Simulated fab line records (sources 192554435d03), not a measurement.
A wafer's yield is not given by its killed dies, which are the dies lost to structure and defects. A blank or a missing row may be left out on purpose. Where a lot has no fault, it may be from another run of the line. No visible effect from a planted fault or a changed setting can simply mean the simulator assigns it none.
Split-lot trial	flow n5-finfet	39 wafers read from 7 lots, route of 1938 steps

== SPLIT DETAILS ==
At N5_BEOL_M11_ETCH_41 (etches SiCN in CH3F/O2, target depth 42.6 nm, time 86 s), the setting time-s was moved away from the recipe's 86 s on 15 of the 39 wafers read, by -56.0% to +56.6%. This setting was run at the recipe's value on the other wafers.

The reading is taken at the split's own step.

== THE READING ==
etch.depth-nm (the simulator's own value, which no gauge read), in nm, at N5_BEOL_M11_ETCH_41 (etches SiCN in CH3F/O2, target depth 42.6 nm, time 86 s). The file does not state a usual value for it. Here, 24 wafers ran the recipe; their average is 32.51 nm with a standard deviation of 0.82 nm.

wafer	tool, chamber at the split	time-s as run, s	against the recipe	etch.depth-nm, nm	against lot-mates on the recipe
L076.1	rie-diel-05, 1	134.7	+56.6%	51.25	+19.41
L076.2	rie-diel-05, 2	86	recipe	31.6	-
L076.3	rie-diel-05, 0	134.7	+56.6%	49.84	+18.00
L076.4	rie-diel-05, 3	86	recipe	31.84	-
L076.5	rie-diel-05, 3	86	recipe	32.09	-
L076.6	rie-diel-05, 2	134.7	+56.6%	49.43	+17.59
L078.1	rie-diel-06, 0	106.8	+24.2%	40.91	+8.15
L078.2	rie-diel-06, 3	86	recipe	32.21	-
L078.3	rie-diel-06, 2	106.8	+24.2%	41.24	+8.48
L078.4	rie-diel-06, 1	86	recipe	32.79	-
L078.5	rie-diel-06, 1	106.8	+24.2%	40.85	+8.09
L078.6	rie-diel-06, 2	86	recipe	33.27	-
L086.3	rie-diel-01, 0	86	recipe	32.49	-
L086.4	rie-diel-01, 2	86	recipe	31.03	-
L086.5	rie-diel-01, 2	86	recipe	31.2	-
L090.1	rie-diel-01, 3	47.95	-44.2%	18.6	-13.32
L090.2	rie-diel-01, 2	86	recipe	31.65	-
L090.3	rie-diel-01, 1	47.95	-44.2%	18.11	-13.81
L090.4	rie-diel-01, 1	86	recipe	32.69	-
L090.5	rie-diel-01, 2	86	recipe	31.42	-
L090.6	rie-diel-01, 3	47.95	-44.2%	18.47	-13.45
L093.1	rie-diel-01, 3	86	recipe	33.26	-
L093.2	rie-diel-01, 0	86	recipe	33.19	-
L093.3	rie-diel-01, 2	37.85	-56.0%	13.78	-19.53
L093.4	rie-diel-01, 0	37.85	-56.0%	14.57	-18.74
L093.5	rie-diel-01, 3	86	recipe	33.47	-
L093.6	rie-diel-01, 2	37.85	-56.0%	13.81	-19.50
L095.1	rie-diel-01, 3	71.13	-17.3%	27.62	-5.04
L095.2	rie-diel-01, 2	86	recipe	31.36	-
L095.3	rie-diel-01, 1	71.13	-17.3%	27.18	-5.48
L095.4	rie-diel-01, 0	86	recipe	33.26	-
L095.5	rie-diel-01, 3	86	recipe	33.36	-
L095.6	rie-diel-01, 2	71.13	-17.3%	26	-6.66
L097.1	rie-diel-06, 3	86	recipe	31.97	-
L097.2	rie-diel-06, 2	86	recipe	33.82	-
L097.3	rie-diel-06, 0	86	recipe	33.11	-
L097.4	rie-diel-06, 1	86	recipe	33.32	-
L097.5	rie-diel-06, 1	86	recipe	33.14	-
L097.6	rie-diel-06, 0	86	recipe	32.71	-

THE FIT
A straight line over all 39 wafers: etch.depth-nm changes by +0.322 nm for each +1% of time-s; r = +1.00; the points scatter about the line by 0.79 nm.
The same after taking each lot's own level away (the mean of its wafers on the recipe; 39 wafers): +0.328 nm for each +1%; r = +1.00; scatter 0.68 nm.
Per that fit: largest time-s move, reading shift of 19 nm.
Measured against the standard deviation above, the lots' own levels, which go from 31.573 to 33.307 nm, span 2.1 times it.
Consequently the slope shifts little with the lot-to-lot level, the two slopes agreeing.
Check: +18.4 nm against its lot-mates is what the line predicts for one of the wafers moved furthest among these (+56.6%) when that wafer is left out of the fit. Against them it came out at +19.4 nm.

== OTHER SPLITS ON THESE WAFERS ==
Other splits were also applied to these wafers ahead of the reading. Each is held against what the fit with the lots' levels taken away leaves over:
other split on the same wafers	wafers away from the commonest value	r with etch.depth-nm (lot level and that fit taken away)
N5_FIN_SAQP_HM_DEP_03 time-s	18	+0.00
N5_SD_EPI_P_DESCUM_14 time-s	15	+0.18
N5_BEOL_M0_SAQP_ETCH_107 target-depth-a	9	+0.43
N5_BEOL_M1_TRENCH_ETCH_37 target-depth-a	9	+0.20
N5_BEOL_M5_CVD_47 target-thk-a	15	-0.30
N5_BEOL_M8_VIA_ETCH_34 target-depth-a	15	-0.27

== FILE'S OWN FIT ==
etch.depth-nm changes by +0.328 nm for each +1% of time-s, r = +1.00.
